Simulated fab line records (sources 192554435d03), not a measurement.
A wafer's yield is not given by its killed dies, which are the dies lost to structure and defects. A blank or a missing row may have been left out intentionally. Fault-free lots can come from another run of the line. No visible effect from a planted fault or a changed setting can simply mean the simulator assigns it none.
fab line records	flow n5-finfet
record: lots: 7	wafers: 39
route steps=1938 shown FIN_SAQP@96 SD_EPI_N@288 SD_EPI_P@323 SD_ACTIVATION@330 MOL_CONTACT_COAG@584 BEOL_M0@721 BEOL_M1@811
start-h: hours from the record's opening day to when the first of the lot's shown wafers began	wait-h: hours elapsed since this lot's preceding step	" same as the row above	L1.1+2: several wafers, shown together as one row	- no value present, or no start provided	* or withheld: withheld	< > ~ a bound
route shown NAME@n: names a module that has steps shown in the file, with the first one's number in the route	usual: the fault-free wafers' mean and standard deviation	same: alike in all rows	chamber/n: place in a boat	sites: per-site readings	_std_site: their standard deviation	_edge_site: the outer-site mean with the inner-site mean subtracted	radius-mm: how far each site lies from the wafer's centre	mask NAME#n: copy n	behind: the most recent tool/chamber to have shaped the wafer	hold: what put the lot on hold/how long, in hours/how the hold closed	device: whichever transistor did not switch (one of n, p or np)	end of line: at the end of the route, the tests of the same wafers	a step given without rows: its recipe and nothing more	killed: not the wafer's yield, but the dies lost to structure and defects at the first sort	map: the dies of a wafer, with x for killed, . for not killed, _ for no die there
set.NAME: the run value of the setting; set.NAME@STEP: its run value at that earlier step	model.NAME: the simulator's own value behind a step, which no gauge read
one table per step and one row per wafer, for lots whose settings were changed on purpose
== steps ==
step: N5_FIN_SAQP_HM_DEP_03
recipe: material: SiNx	target-thk-a: 380	temp-c: 400	precursor: SiH4/NH3/N2	pressure-torr: 1.5	rf-w: 300	time-s: 33.6
lot.wafer	tool	chamber	start-h	wait-h	set.target-thk-a	model.SiNx_of_FIN_SAQP_HM_DEP_03.thk-nm
L074.1	pecvd-02	0	21.31	0.2	380	38.14
L074.2	"	2	"	"	380	37.57
L074.3	"	1	"	"	307	29.99
L074.4	"	2	"	"	307	30.64
L074.5	"	0	"	"	380	38.56
L074.6	"	1	"	"	307	31.22
L080.2	pecvd-02	0	58.39	0.2	380	38.52
L080.3	"	1	"	"	380	37.59
L080.6	"	0	"	"	380	38.7
L082.1	pecvd-03	1	69.24	0.2	380	38.71
L082.2	"	0	"	"	380	37.54
L082.3	"	2	"	"	540.4	54.25
L082.4	"	1	"	"	540.4	54.91
L082.5	"	0	"	"	540.4	54
L082.6	"	2	"	"	380	38.57
L084.1	pecvd-03	1	80.66	0.2	256.5	25.43
L084.2	"	0	"	"	256.5	24.97
L084.3	"	2	"	"	256.5	25.68
L084.4	"	2	"	"	380	38.96
L084.5	"	0	"	"	380	38.1
L084.6	"	1	"	"	380	38.85
L086.1	pecvd-04	2	94.69	0.4	253.5	24.52
L086.2	"	0	"	"	380	37.24
L086.3	"	1	"	"	380	37.69
L086.4	"	2	"	"	253.5	24.78
L086.5	"	1	"	"	253.5	25.47
L086.6	"	0	"	"	380	37.64
L093.1	pecvd-02	1	135.02	0.2	380	37.4
L093.2	"	2	"	"	506.6	49.96
L093.3	"	0	"	"	380	37.59
L093.4	"	0	"	"	380	38.4
L093.5	"	2	"	"	506.6	50.32
L093.6	"	1	"	"	506.6	51.2
L095.1	pecvd-04	0	147.18	0.2	380	37.24
L095.2	"	1	"	"	380	38.2
L095.3	"	2	"	"	380	37.26
L095.4	"	2	"	"	380	38.24
L095.5	"	1	"	"	380	38.76
L095.6	"	0	"	"	380	37.53
step: N5_FIN_SAQP_THK_MEAS_05
usual: thk-nm: 38.0/0.6
lot.wafer	tool	chamber	start-h	wait-h	set.target-thk-a@FIN_SAQP_HM_DEP_03	thk-nm
L074.1	film-metro-01	-	21.40	0.1	380	38.1
L074.2	"	-	"	"	380	37.6
L074.3	"	-	"	"	307	29.9
L074.4	"	-	"	"	307	30.7
L074.5	"	-	"	"	380	38.6
L074.6	"	-	"	"	307	31.2
L080.2	film-metro-02	-	58.47	0.1	380	38.5
L080.3	"	-	"	"	380	37.6
L080.6	"	-	"	"	380	38.7
L082.1	film-metro-01	-	69.32	0.1	380	38.7
L082.2	"	-	"	"	380	37.5
L082.3	"	-	"	"	540.4	54.2
L082.4	"	-	"	"	540.4	54.9
L082.5	"	-	"	"	540.4	53.9
L082.6	"	-	"	"	380	38.6
L084.1	film-metro-01	-	80.75	0.1	256.5	25.4
L084.2	"	-	"	"	256.5	25.0
L084.3	"	-	"	"	256.5	25.7
L084.4	"	-	"	"	380	39.0
L084.5	"	-	"	"	380	38.1
L084.6	"	-	"	"	380	38.8
L086.1	film-metro-01	-	94.78	0.1	253.5	24.5
L086.2	"	-	"	"	380	37.2
L086.3	"	-	"	"	380	37.7
L086.4	"	-	"	"	253.5	24.8
L086.5	"	-	"	"	253.5	25.5
L086.6	"	-	"	"	380	37.6
L093.1	film-metro-01	-	135.11	0.1	380	37.4
L093.2	"	-	"	"	506.6	50.0
L093.3	"	-	"	"	380	37.6
L093.4	"	-	"	"	380	38.4
L093.5	"	-	"	"	506.6	50.3
L093.6	"	-	"	"	506.6	51.2
L095.1	film-metro-01	-	147.26	0.1	380	37.3
L095.2	"	-	"	"	380	38.2
L095.3	"	-	"	"	380	37.3
L095.4	"	-	"	"	380	38.2
L095.5	"	-	"	"	380	38.7
L095.6	"	-	"	"	380	37.6
step: N5_FIN_SAQP_PECVD_47
recipe: material: a-Si	target-thk-a: 450	temp-c: 400	precursor: SiH4/He	pressure-torr: 3	rf-w: 100	time-s: 36.3
step: N5_FIN_SAQP_PECVD_48
recipe: material: SiNx	target-thk-a: 250	temp-c: 400	precursor: SiH4/NH3/N2	pressure-torr: 1.5	rf-w: 300	time-s: 22.1
step: N5_FIN_SAQP_MANDREL2_REMOVE_60
recipe: chemistry: HBr/Cl2/O2	bt-time-s: 10	target: a-Si	stop-on: SiNx	endpoint: OES-SiCl	over-etch-frac: 1	icp-w: 600	bias-w: 22	HBr_flow_sccm: 150	Cl2_flow_sccm: 80	O2_flow_sccm: 5	pressure-mtorr: 10
step: N5_FIN_SAQP_HM_OPEN_33
recipe: chemistry: CH3F/O2	target: SiNx	mask-material: SiO2	target-depth-a: 494	time-s: 70.6	pressure-mtorr: 30	source-w: 395	bias-w: 73	Ar_flow_sccm: 150	CH3F_flow_sccm: 30	O2_flow_sccm: 20	ion-energy-ev: 120	ends: cleared
usual: etch-rf-on-time-s: 69.3/2.1
lot.wafer	tool	chamber	start-h	wait-h	set.target-thk-a@FIN_SAQP_HM_DEP_03	etch-rf-on-time-s	model.etch.depth-nm
L074.1	rie-diel-04	0	27.91	0.3	380	68.5	37.5
L074.2	"	2	"	"	380	68.1	36.95
L074.3	"	3	"	"	307	53.5	29.36
L074.4	"	1	"	"	307	53.7	29.86
L074.5	"	2	"	"	380	70.1	37.78
L074.6	"	1	"	"	307	55.1	30.59
L080.2	rie-diel-02	0	63.92	0.0	380	73.2	37.77
L080.3	"	3	"	"	380	67.7	36.86
L080.6	"	1	"	"	380	70.7	37.95
L082.1	rie-diel-02	3	75.14	0.1	380	69.0	38.08
L082.2	"	0	"	"	380	71.3	36.91
L082.3	"	2	"	"	540.4	94.6	53.51
L082.4	"	1	"	"	540.4	99.1	54.16
L082.5	"	0	"	"	540.4	101.5	53.38
L082.6	"	1	"	"	380	70.0	37.94
L084.1	rie-diel-02	0	85.65	0.2	256.5	47.9	24.8
L084.2	"	1	"	"	256.5	45.6	24.34
L084.3	"	2	"	"	256.5	44.7	24.93
L084.4	"	3	"	"	380	70.2	38.22
L084.5	"	1	"	"	380	70.8	37.47
L084.6	"	2	"	"	380	68.6	38.22
L086.1	rie-diel-03	3	100.62	0.0	253.5	43.7	23.89
L086.2	"	2	"	"	380	69.2	36.6
L086.3	"	1	"	"	380	70.3	36.91
L086.4	"	0	"	"	253.5	45.0	24.15
L086.5	"	3	"	"	253.5	45.0	24.85
L086.6	"	2	"	"	380	69.9	36.86
L093.1	rie-diel-04	2	139.79	0.2	380	69.1	36.65
L093.2	"	3	"	"	506.6	93.4	49.22
L093.3	"	1	"	"	380	67.2	36.96
L093.4	"	0	"	"	380	70.4	37.77
L093.5	"	3	"	"	506.6	94.4	49.57
L093.6	"	2	"	"	506.6	95.7	50.46
L095.1	rie-diel-02	3	152.03	0.1	380	64.2	36.46
L095.2	"	2	"	"	380	66.8	37.58
L095.3	"	0	"	"	380	70.6	36.63
L095.4	"	0	"	"	380	71.6	37.46
L095.5	"	2	"	"	380	67.7	38.13
L095.6	"	3	"	"	380	65.6	36.91
step: N5_SD_EPI_N_EPI_21
recipe: material: Si:P	dopant: P	temp-c: 680	pressure-torr: 255	time-s: 690
lot.wafer	tool	chamber	start-h	wait-h	set.time-s	model.Si-P_of_SD_EPI_N_EPI_21.thk-nm
L074.1	epi-rpcvd-02	0	53.82	0.1	690	58.8
L074.2	"	0	"	"	501.1	46.4
L074.3	"	0	"	"	501.1	46.6
L074.4	"	0	"	"	690	59
L074.5	"	0	"	"	690	58.2
L074.6	"	0	"	"	501.1	45.8
L080.2+6	epi-rpcvd-02	0	91.66	0.4	690	58.2
L080.3	"	0	"	"	690	58.8
L082.1	epi-rpcvd-03	0	100.09	0.2	960.4	75.4
L082.2+6	"	0	"	"	690	60
L082.3	"	0	"	"	960.4	75
L082.4	"	0	"	"	960.4	77.2
L082.5	"	0	"	"	690	59.8
L084.1+5+6	epi-rpcvd-01	0	111.06	0.2	690	59.2
L084.2	"	0	"	"	690	58.2
L084.3	"	0	"	"	690	58.8
L084.4	"	0	"	"	690	59.8
L086.1	epi-rpcvd-01	0	124.55	0.1	551.2	50.8
L086.2	"	0	"	"	690	59.8
L086.3	"	0	"	"	551.2	51
L086.4	"	0	"	"	690	59.4
L086.5	"	0	"	"	551.2	51.6
L086.6	"	0	"	"	690	59.6
L093.1+6	epi-rpcvd-02	0	163.21	0.1	690	60.2
L093.2+4	"	0	"	"	690	59.8
L093.3	"	0	"	"	690	59.6
L093.5	"	0	"	"	690	59.2
L095.1	epi-rpcvd-03	0	177.79	0.1	690	59
L095.2	"	0	"	"	900.3	70.8
L095.3	"	0	"	"	690	58.8
L095.4	"	0	"	"	900.3	69.8
L095.5	"	0	"	"	900.3	71.8
L095.6	"	0	"	"	690	59.8
step: N5_SD_EPI_N_EPI_MEAS_23
recipe: mode: xrd
usual: thk-nm: 59.3/1.1
lot.wafer	tool	chamber	start-h	wait-h	set.time-s@SD_EPI_N_EPI_21	thk-nm
L074.1	film-metro-02	-	55.53	1.4	690	58.2
L074.2	"	-	"	"	501.1	45.8
L074.3	"	-	"	"	501.1	45.9
L074.4	"	-	"	"	690	58.8
L074.5	"	-	"	"	690	59.0
L074.6	"	-	"	"	501.1	46.8
L080.2	film-metro-01	-	93.10	1.2	690	58.3
L080.3	"	-	"	"	690	57.6
L080.6	"	-	"	"	690	57.9
L082.1	film-metro-02	-	102.37	1.9	960.4	75.2
L082.2	"	-	"	"	690	58.2
L082.3	"	-	"	"	960.4	75.0
L082.4	"	-	"	"	960.4	76.4
L082.5	"	-	"	"	690	59.9
L082.6	"	-	"	"	690	61.9
L084.1	film-metro-01	-	113.34	1.9	690	59.0
L084.2	"	-	"	"	690	59.1
L084.3	"	-	"	"	690	57.8
L084.4	"	-	"	"	690	58.7
L084.5	"	-	"	"	690	59.7
L084.6	"	-	"	"	690	58.4
L086.1	film-metro-02	-	126.28	1.5	551.2	50.5
L086.2	"	-	"	"	690	60.5
L086.3	"	-	"	"	551.2	51.3
L086.4	"	-	"	"	690	59.5
L086.5	"	-	"	"	551.2	51.4
L086.6	"	-	"	"	690	58.0
L093.1	film-metro-02	-	164.92	1.4	690	60.7
L093.2	"	-	"	"	690	59.9
L093.3	"	-	"	"	690	60.4
L093.4	"	-	"	"	690	59.9
L093.5	"	-	"	"	690	59.4
L093.6	"	-	"	"	690	60.0
L095.1	film-metro-02	-	179.51	1.4	690	56.3
L095.2	"	-	"	"	900.3	71.7
L095.3	"	-	"	"	690	59.2
L095.4	"	-	"	"	900.3	71.1
L095.5	"	-	"	"	900.3	71.3
L095.6	"	-	"	"	690	59.1
step: N5_SD_EPI_N_PRECLEAN_24
recipe: chemistry: O3/DIW	time-s: 60	temp-c: 22	o3-ppm: 10
step: N5_SD_EPI_N_SRD_25
recipe: time-s: 30	temp-c: 23	rinse-liquid: diw	dry: ipa-marangoni
step: N5_SD_EPI_P_HM_STRIP_48
recipe: chemistry: H3PO4	temp-c: 160	material: SiNx	target: SiNx	target-depth-a: 30	overetch-fraction: 0.3
step: N5_SD_EPI_P_SRD_49
recipe: dry: ipa-marangoni	time-s: 30	temp-c: 23	rinse-liquid: diw
step: N5_SD_EPI_P_PRECLEAN_24
recipe: chemistry: O3/DIW	time-s: 45	temp-c: 22	o3-ppm: 10
lot.wafer	tool	chamber	start-h	wait-h	set.time-s@SD_EPI_N_EPI_21	model.Si-P_of_SD_EPI_N_EPI_21.thk-nm
L074.1	wet-bench-03	1	62.38	0.0	690	57.8
L074.2	"	7	"	"	501.1	45.8
L074.3	"	6	"	"	501.1	46
L074.4	"	2	"	"	690	58.2
L074.5	"	5	"	"	690	57.4
L074.6	"	0	"	"	501.1	45.2
L080.2+6	wet-bench-02	6,0	98.57	0.0	690	57.4
L080.3	"	7	"	"	690	58
L082.1	wet-bench-03	1	107.90	0.0	960.4	74.4
L082.2+6	"	2,6	"	"	690	59.2
L082.3	"	0	"	"	960.4	73.8
L082.4	"	5	"	"	960.4	76.2
L082.5	"	7	"	"	690	59
L084.1	wet-bench-05	1	118.87	0.0	690	58.2
L084.2	"	4	"	"	690	57.4
L084.3	"	7	"	"	690	58
L084.4	"	0	"	"	690	59
L084.5+6	"	2,3	"	"	690	58.4
L086.1	wet-bench-05	1	130.98	0.0	551.2	50.2
L086.2+6	"	2,7	"	"	690	58.8
L086.3	"	6	"	"	551.2	50.4
L086.4	"	5	"	"	690	58.6
L086.5	"	0	"	"	551.2	50.8
L093.1+6	wet-bench-03	3,2	169.70	0.0	690	59.4
L093.2+3	"	6,5	"	"	690	58.8
L093.4	"	1	"	"	690	59
L093.5	"	4	"	"	690	58.4
L095.1	wet-bench-03	0	185.26	0.0	690	58.2
L095.2	"	7	"	"	900.3	69.8
L095.3	"	2	"	"	690	58
L095.4	"	4	"	"	900.3	68.8
L095.5	"	3	"	"	900.3	70.8
L095.6	"	1	"	"	690	59
step: N5_SD_EPI_P_PRECLEAN_32
recipe: chemistry: dHF	time-s: 10	dilution: 500:1	temp-c: 25
step: N5_SD_EPI_P_PRECLEAN_33
recipe: chemistry: SC2	time-s: 45	temp-c: 35	mix: 1:1:50
step: N5_SD_ACTIVATION_RTA_00
recipe: temp-c: 975	time-s: 0	ambient: N2	idle-temp-c: 600	ramp-up-c-per-s: 150	ramp-down-c-per-s: 60	cool-to-c: 600
step: N5_SD_ACTIVATION_LSA_01
recipe: temp-c: 1080	time-s: 0.0008	ambient: N2
step: N5_SD_ACTIVATION_RS_MEAS_03
recipe: thk-meas-gauge: four-point-probe
usual: RS_SD_N: 21.82/0.29	RS_SD_P: 55.9/0.86
lot.wafer	tool	chamber	start-h	wait-h	set.time-s@SD_EPI_N_EPI_21	RS_SD_N[ohm/sq]	RS_SD_P[ohm/sq]
L074.1	film-metro-01	-	62.88	0.2	690	22.16	55.1
L074.2	"	-	"	"	501.1	28.02	55.6
L074.3	"	-	"	"	501.1	28.11	54.9
L074.4	"	-	"	"	690	22.17	56.8
L074.5	"	-	"	"	690	22.40	55.7
L074.6	"	-	"	"	501.1	28.22	54.5
L080.2	film-metro-01	-	99.15	0.2	690	22.32	54.8
L080.3	"	-	"	"	690	21.91	55.2
L080.6	"	-	"	"	690	22.35	55.0
L082.1	film-metro-01	-	108.55	0.2	960.4	17.12	55.0
L082.2	"	-	"	"	690	21.63	55.4
L082.3	"	-	"	"	960.4	17.11	55.4
L082.4	"	-	"	"	960.4	16.71	54.9
L082.5	"	-	"	"	690	21.44	54.8
L082.6	"	-	"	"	690	21.55	55.0
L084.1	film-metro-02	-	119.38	0.2	690	21.78	55.3
L084.2	"	-	"	"	690	22.30	54.4
L084.3	"	-	"	"	690	22.03	53.1
L084.4	"	-	"	"	690	21.61	55.5
L084.5	"	-	"	"	690	22.03	54.8
L084.6	"	-	"	"	690	21.84	54.0
L086.1	film-metro-02	-	131.58	0.2	551.2	25.31	56.9
L086.2	"	-	"	"	690	21.57	56.7
L086.3	"	-	"	"	551.2	24.68	57.2
L086.4	"	-	"	"	690	21.61	56.7
L086.5	"	-	"	"	551.2	24.83	55.8
L086.6	"	-	"	"	690	21.37	57.2
L093.1	film-metro-01	-	170.20	0.2	690	21.71	55.8
L093.2	"	-	"	"	690	21.58	56.0
L093.3	"	-	"	"	690	21.88	56.1
L093.4	"	-	"	"	690	21.52	55.8
L093.5	"	-	"	"	690	21.97	56.3
L093.6	"	-	"	"	690	21.77	56.8
L095.1	film-metro-02	-	185.76	0.2	690	21.95	56.1
L095.2	"	-	"	"	900.3	18.47	55.9
L095.3	"	-	"	"	690	22.24	56.2
L095.4	"	-	"	"	900.3	18.61	55.1
L095.5	"	-	"	"	900.3	18.07	56.0
L095.6	"	-	"	"	690	21.89	56.1
step: N5_MOL_CONTACT_COAG_ETCHBACK_135
recipe: chemistry: CHF3	target: SiO2	target-depth-a: 250	time-s: 16.7	ion-energy-ev: 200	pressure-mtorr: 30	source-w: 610	bias-w: 170	Ar_flow_sccm: 200	CHF3_flow_sccm: 50
lot.wafer	tool	chamber	start-h	wait-h	set.target-depth-a	model.SOC_of_MOL_CONTACT_COAG_COAT_75.thk-nm
L074.1+2+4	rie-diel-02	1,2,0	101.82	0.0	139.4	58.6
L074.3	"	3	"	"	250	57.4
L074.5+6	"	0,3	"	"	250	57.6
L080.2	rie-diel-04	2	139.47	0.0	250	57.2
L080.3+6	"	0,2	"	"	250	57.4
L082.1+3	rie-diel-03	1,0	146.95	0.0	192.1	58
L082.2	"	2	"	"	192.1	58.2
L082.4+5+6	"	3,1,0	"	"	250	57.2
L084.1+6	rie-diel-04	3,0	157.96	0.0	250	57.2
L084.2+4+5	"	2,1,3	"	"	197.4	57.8
L084.3	"	0	"	"	250	57
L086.1	rie-diel-02	0	171.32	0.0	250	57.4
L086.2+3	"	3,1	"	"	250	57.2
L086.4	"	2	"	"	325	56.2
L086.5+6	"	1,2	"	"	325	56.4
L093.1+6	rie-diel-03	3,2	213.30	0.0	211.5	57.4
L093.2+4	"	2,1	"	"	250	57
L093.3	"	0	"	"	250	57.2
L093.5	"	1	"	"	211.5	57.6
L095.1+4+5	rie-diel-03	0,3,2	229.23	0.0	250	57
L095.2+3+6	"	1,2,1	"	"	300.9	56.6
step: N5_BEOL_M0_TRENCH_ETCH_107
recipe: chemistry: C4F6/O2	target-depth-a: 328	target: SiOC	time-s: 16.4	ion-energy-ev: 250	pressure-mtorr: 30	source-w: 355	bias-w: 185	Ar_flow_sccm: 300	C4F6_flow_sccm: 10	O2_flow_sccm: 10
lot.wafer	tool	chamber	start-h	wait-h	set.target-depth-a	model.BEOL_M0.feature-depth-nm
L074.1	rie-diel-03	0	119.08	0.0	328	32.2
L074.2+5	"	1	"	"	328	31.8
L074.3+4	"	2	"	"	328	32
L074.6	"	0	"	"	328	32.4
L080.2	rie-diel-04	0	154.65	0.0	328	32.4
L080.3	"	2	"	"	328	32
L080.6	"	1	"	"	328	33.2
L082.1	rie-diel-02	0	163.22	0.0	328	31.6
L082.2	"	2	"	"	328	33.8
L082.3	"	3	"	"	268.8	28.2
L082.4	"	3	"	"	328	34
L082.5	"	0	"	"	268.8	25.8
L082.6	"	2	"	"	268.8	27.8
L084.1+6	rie-diel-04	0	173.82	0.0	328	32.4
L084.2+5	"	1	"	"	328	33.4
L084.3	"	3	"	"	328	32
L084.4	"	2	"	"	328	31.8
L086.1	rie-diel-03	0	187.60	0.0	328	32.4
L086.2+4	"	2	"	"	328	32
L086.3	"	3	"	"	328	33.2
L086.5	"	0	"	"	328	32.6
L086.6	"	3	"	"	328	33.4
L093.1	rie-diel-02	0	228.66	0.0	485.9	47
L093.2	"	1	"	"	328	33.6
L093.3	"	2	"	"	328	32.6
L093.4	"	3	"	"	485.9	50.4
L093.5	"	3	"	"	328	33.8
L093.6	"	0	"	"	485.9	46.8
L095.1	rie-diel-04	2	244.66	0.0	393.6	40.8
L095.2	"	1	"	"	328	33
L095.3	"	3	"	"	328	32.6
L095.4	"	1	"	"	328	33.2
L095.5	"	2	"	"	393.6	41.2
L095.6	"	3	"	"	393.6	38.6
step: N5_BEOL_M0_STRIP_142
recipe: chemistry: N2/H2	time-s: 10	power-w: 450	temp-c: 40	pressure-mtorr: 20	rf-frequency-hz: 6e+07	bias-power-w: 7	n2-flow-sccm: 200	h2-flow-sccm: 200
step: N5_BEOL_M0_OCD_MEAS_108
usual: trench-depth-nm: 32.8/0.91
lot.wafer	tool	chamber	start-h	wait-h	set.target-depth-a@BEOL_M0_TRENCH_ETCH_107	trench-depth-nm
L074.1	ocd-01	-	119.19	0.1	328	32.3
L074.2	"	-	"	"	328	31.5
L074.3	"	-	"	"	328	31.9
L074.4	"	-	"	"	328	31.9
L074.5	"	-	"	"	328	32.0
L074.6	"	-	"	"	328	31.6
L080.2	ocd-02	-	154.76	0.1	328	32.5
L080.3	"	-	"	"	328	32.4
L080.6	"	-	"	"	328	33.2
L082.1	ocd-02	-	163.32	0.1	328	31.6
L082.2	"	-	"	"	328	33.5
L082.3	"	-	"	"	268.8	28.3
L082.4	"	-	"	"	328	33.5
L082.5	"	-	"	"	268.8	26.0
L082.6	"	-	"	"	268.8	27.6
L084.1	ocd-01	-	173.92	0.1	328	32.3
L084.2	"	-	"	"	328	33.4
L084.3	"	-	"	"	328	32.2
L084.4	"	-	"	"	328	32.1
L084.5	"	-	"	"	328	33.8
L084.6	"	-	"	"	328	32.4
L086.1	ocd-02	-	187.70	0.1	328	32.2
L086.2	"	-	"	"	328	32.3
L086.3	"	-	"	"	328	33.2
L086.4	"	-	"	"	328	32.7
L086.5	"	-	"	"	328	32.5
L086.6	"	-	"	"	328	33.5
L093.1	ocd-02	-	228.77	0.1	485.9	47.7
L093.2	"	-	"	"	328	33.6
L093.3	"	-	"	"	328	32.4
L093.4	"	-	"	"	485.9	50.5
L093.5	"	-	"	"	328	34.1
L093.6	"	-	"	"	485.9	47.2
L095.1	ocd-02	-	244.76	0.1	393.6	40.6
L095.2	"	-	"	"	328	32.8
L095.3	"	-	"	"	328	32.1
L095.4	"	-	"	"	328	33.3
L095.5	"	-	"	"	393.6	41.0
L095.6	"	-	"	"	393.6	39.0
step: N5_BEOL_M1_ALD_84
recipe: material: TaN	target-thk-a: *	temp-c: 275	ald-precursor-family: PDMAT	ald-co-reactant: NH3	pressure-torr: 3	carrier-flow-sccm: 1500	pulse-time-s: 2	purge-time-s: 3	co-reactant-purge-time-s: 2	co-reactant-pulse-time-s: 3	ald-cycles: 30	precursor-vessel-temp-c: 75	precursor-vessel-pressure-torr: 26.25	precursor-vessel-carrier-sccm: 1000
lot.wafer	tool	chamber	start-h	wait-h	set.ald-cycles	model.TaN_of_BEOL_M1_ALD_84.thk-nm
L074.1+6	ald-metal-01	3,0	143.78	0.1	30	*
L074.2+4+5	"	0,2,3	"	"	37	*
L074.3	"	1	"	"	30	*
L080.2+6	ald-metal-02	2,3	163.89	0.0	30	*
L080.3	"	1	"	"	30	*
L082.1+3	ald-metal-01	3,0	171.56	0.1	30	*
L082.2+4+5	"	2,1,1	"	"	47	*
L082.6	"	0	"	"	30	*
L084.1+2+5+6	ald-metal-01	0,1,1,0	184.87	0.1	30	*
L084.3+4	"	3,2	"	"	30	*
L086.1+3+6	ald-metal-03	0,1,1	195.97	0.0	20	*
L086.2+4+5	"	3,2,0	"	"	30	*
L093.1+2	ald-metal-02	0,1	245.37	0.1	30	*
L093.3+5+6	"	3,3,0	"	"	17	*
L093.4	"	2	"	"	30	*
L095.1+4+6	ald-metal-02	3,1,1	269.42	0.1	23	*
L095.2+5	"	2,0	"	"	30	*
L095.3	"	0	"	"	30	*
== key ==
split: step: N5_FIN_SAQP_HM_DEP_03	setting: target-thk-a	stated: 380	by: wafer
response: step: N5_FIN_SAQP_HM_DEP_03	reading: model.SiNx_of_FIN_SAQP_HM_DEP_03.thk-nm	change: +0.387	per: 1%	r: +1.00
response: step: N5_FIN_SAQP_THK_MEAS_05	reading: thk-nm	change: *	per: 1%	r: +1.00
response: step: N5_FIN_SAQP_HM_OPEN_33	reading: etch-rf-on-time-s	change: *	per: 1%	r: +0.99
response: step: N5_FIN_SAQP_HM_OPEN_33	reading: model.etch.depth-nm	change: +0.385	per: 1%	r: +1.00
split: step: N5_SD_EPI_N_EPI_21	setting: time-s	stated: 690	by: wafer
response: step: N5_SD_EPI_N_EPI_21	reading: model.Si-P_of_SD_EPI_N_EPI_21.thk-nm	change: +0.411	per: 1%	r: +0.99
response: step: N5_SD_EPI_N_EPI_MEAS_23	reading: thk-nm	change: *	per: 1%	r: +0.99
response: step: N5_SD_EPI_P_PRECLEAN_24	reading: model.Si-P_of_SD_EPI_N_EPI_21.thk-nm	change: +0.403	per: 1%	r: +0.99
response: step: N5_SD_ACTIVATION_RS_MEAS_03	reading: RS_SD_N	change: -0.144	per: 1%	r: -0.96
split: step: N5_MOL_CONTACT_COAG_ETCHBACK_135	setting: target-depth-a	stated: 250	by: wafer
response: step: N5_MOL_CONTACT_COAG_ETCHBACK_135	reading: model.SOC_of_MOL_CONTACT_COAG_COAT_75.thk-nm	change: -0.0275	per: 1%	r: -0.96
split: step: N5_BEOL_M0_TRENCH_ETCH_107	setting: target-depth-a	stated: 328	by: wafer
response: step: N5_BEOL_M0_TRENCH_ETCH_107	reading: model.BEOL_M0.feature-depth-nm	change: +0.316	per: 1%	r: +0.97
response: step: N5_BEOL_M0_OCD_MEAS_108	reading: trench-depth-nm	change: +0.321	per: 1%	r: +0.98
split: step: N5_BEOL_M1_ALD_84	setting: ald-cycles	stated: 30	by: wafer
response: step: N5_BEOL_M1_ALD_84	reading: model.TaN_of_BEOL_M1_ALD_84.thk-nm	change: *	per: 1%	r: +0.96
